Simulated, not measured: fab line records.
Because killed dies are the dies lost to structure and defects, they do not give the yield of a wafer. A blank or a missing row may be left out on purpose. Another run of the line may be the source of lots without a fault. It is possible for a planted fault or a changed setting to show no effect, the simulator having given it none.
Chamber matching -- flow n5-finfet -- 4 sister chambers for N5_HKMG_FIN_STRIP_92 on rie-diel-02
The step strips SOC in N2/H2, time 20 s. 18 wafers are shown with their chamber, then 9 later ones without.

WAFERS, EACH WITH ITS CHAMBER
wafer,chamber,throttle-valve-pct (%),showerhead-plenum-p-Torr (Torr),drypump-motor-current-A (A)
L078.1,0,18.3,3.28,5.7
L078.5,2,18.3,3.56,5.4
L078.6,3,19.0,3.40,5.8
L079.3,3,19.0,3.40,5.8
L079.5,1,19.2,3.47,6.0
L079.6,0,18.2,3.28,5.7
L085.1,0,18.3,3.27,5.7
L085.3,2,18.3,3.55,5.3
L085.4,1,19.3,3.47,6.0
L086.2,3,19.0,3.39,5.8
L086.4,0,18.3,3.27,5.7
L086.5,2,18.3,3.55,5.3
L088.2,0,18.3,3.26,5.7
L088.5,1,19.3,3.46,6.1
L088.6,2,18.3,3.55,5.3
L089.1,0,18.3,3.27,5.7
L089.4,3,19.0,3.38,5.8
L089.6,2,18.3,3.55,5.3

SIGNATURES, as means of the wafers listed above
reading,chamber 0,chamber 1,chamber 2,chamber 3,scatter within a chamber
throttle-valve-pct,18.283,19.267,18.300,19.000,0.0327
showerhead-plenum-p-Torr,3.2717,3.4667,3.5520,3.3925,0.0071
drypump-motor-current-A,5.700,6.033,5.320,5.800,0.0324
Rule: for a wafer and a chamber, the distance is found by dividing, reading by reading, the gap between the wafer's reading and the chamber's mean by the reading's scatter, squaring, summing and taking the root. The wafer belongs to the nearest chamber; if the next one is less than 2 further off, it can't be placed. The scatter is the square root of a quotient: the sum, over the shown wafers, of each reading's squared deviation from its chamber's mean, divided by wafers minus chambers.

WAFERS WITH NO CHAMBER GIVEN
wafer,throttle-valve-pct (%),showerhead-plenum-p-Torr (Torr),drypump-motor-current-A (A)
L091.2,19.3,3.46,6.0
L091.5,18.3,3.26,5.7
L091.6,19.0,3.38,5.8
L094.1,18.3,3.55,5.4
L094.4,18.3,3.26,5.7
L094.5,18.3,3.55,5.4
L097.2,18.3,3.25,5.7
L097.3,19.3,3.45,6.0
L097.5,18.3,3.54,5.4

WHICH CHAMBER EACH ONE RAN IN
wafer,from the rows above,in truth
L091.2,1,1
L091.5,0,0
L091.6,3,3
L094.1,2,2
L094.4,0,0
L094.5,2,2
L097.2,0,0
L097.3,1,1
L097.5,2,2
9 of 9 placed correctly. Not placeable from these rows: 0. Placed wrongly: 0.
